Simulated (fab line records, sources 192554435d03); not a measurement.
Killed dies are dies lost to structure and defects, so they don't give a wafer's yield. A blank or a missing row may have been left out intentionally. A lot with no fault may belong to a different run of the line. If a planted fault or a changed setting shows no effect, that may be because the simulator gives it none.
Chamber matching    flow n5_finfet    rie_diel-02 running N5_SD_EPI_N_DESCUM_14: 4 sister chambers
The step chemistry O2, time 7.9 s. 27 wafers are shown with their chamber, then 12 later ones without.

WAFERS PAIRED WITH THEIR CHAMBERS
wafer   chamber  drypump_motor_current_A (A)  showerhead_plenum_p_Torr (Torr)  throttle_valve_pct (%)
L074.4  2        5.8                          2.25                             20.38
L074.5  3        4.7                          2.04                             20.41
L074.6  1        5.6                          2.14                             20.15
L075.2  2        5.8                          2.25                             20.39
L075.3  3        4.8                          2.04                             20.41
L075.4  2        5.8                          2.25                             20.38
L078.1  0        5.8                          2.13                             19.95
L078.2  3        4.7                          2.04                             20.43
L078.4  1        5.6                          2.14                             20.14
L080.1  2        5.8                          2.24                             20.41
L080.5  0        5.8                          2.13                             19.97
L080.6  1        5.6                          2.14                             20.15
L083.1  2        5.7                          2.24                             20.42
L083.2  0        5.8                          2.13                             19.97
L083.5  2        5.7                          2.24                             20.42
L085.2  2        5.8                          2.24                             20.43
L085.5  0        5.8                          2.13                             19.99
L085.6  1        5.6                          2.13                             20.19
L086.1  2        5.7                          2.24                             20.44
L086.3  1        5.6                          2.13                             20.19
L086.4  0        5.8                          2.12                             19.99
L087.3  3        4.7                          2.03                             20.48
L087.4  1        5.6                          2.13                             20.18
L087.6  1        5.6                          2.13                             20.18
L088.1  3        4.7                          2.03                             20.48
L088.2  1        5.6                          2.13                             20.19
L088.3  0        5.8                          2.12                             20.01

SIGNATURES (averages over the wafers above)
reading                   chamber 0  chamber 1  chamber 2  chamber 3  scatter within a chamber
drypump_motor_current_A   5.800      5.600      5.763      4.720      0.0341
showerhead_plenum_p_Torr  2.1267     2.1338     2.2438     2.0360     0.00523
throttle_valve_pct        19.9800    20.1713    20.4088    20.4420    0.0247
Rule: for each reading, subtract the chamber's mean from the wafer's reading, divide by that reading's scatter and square the result; add these up over the readings and take the root, which gives the wafer's distance from the chamber. If the next closest chamber is less than 2 further off than the closest, the wafer can't be placed; otherwise it belongs to the closest. The scatter: the root of (the sum of the squares of (reading less its chamber's mean) over the shown wafers, divided by (wafers less chambers)).

WAFERS WHOSE CHAMBER IS MISSING
wafer   drypump_motor_current_A (A)  showerhead_plenum_p_Torr (Torr)  throttle_valve_pct (%)
L088.4  5.7                          2.24                             20.45
L088.5  5.7                          2.24                             20.44
L088.6  5.6                          2.13                             20.18
L092.1  5.8                          2.23                             20.45
L092.3  4.8                          2.03                             20.48
L092.6  5.8                          2.23                             20.44
L093.1  5.8                          2.23                             20.47
L093.3  5.6                          2.13                             20.20
L093.5  5.8                          2.23                             20.45
L095.1  5.6                          2.13                             20.21
L095.5  5.8                          2.12                             20.01
L095.6  4.7                          2.03                             20.51

CHAMBER TAKEN BY EACH
wafer   from the rows above  in truth
L088.4  2                    2
L088.5  2                    2
L088.6  1                    1
L092.1  2                    2
L092.3  3                    3
L092.6  2                    2
L093.1  2                    2
L093.3  1                    1
L093.5  2                    2
L095.1  1                    1
L095.5  0                    0
L095.6  3                    3
Correctly placed: 12 of 12. From these rows, 0 cannot be placed. Placed wrongly: 0.
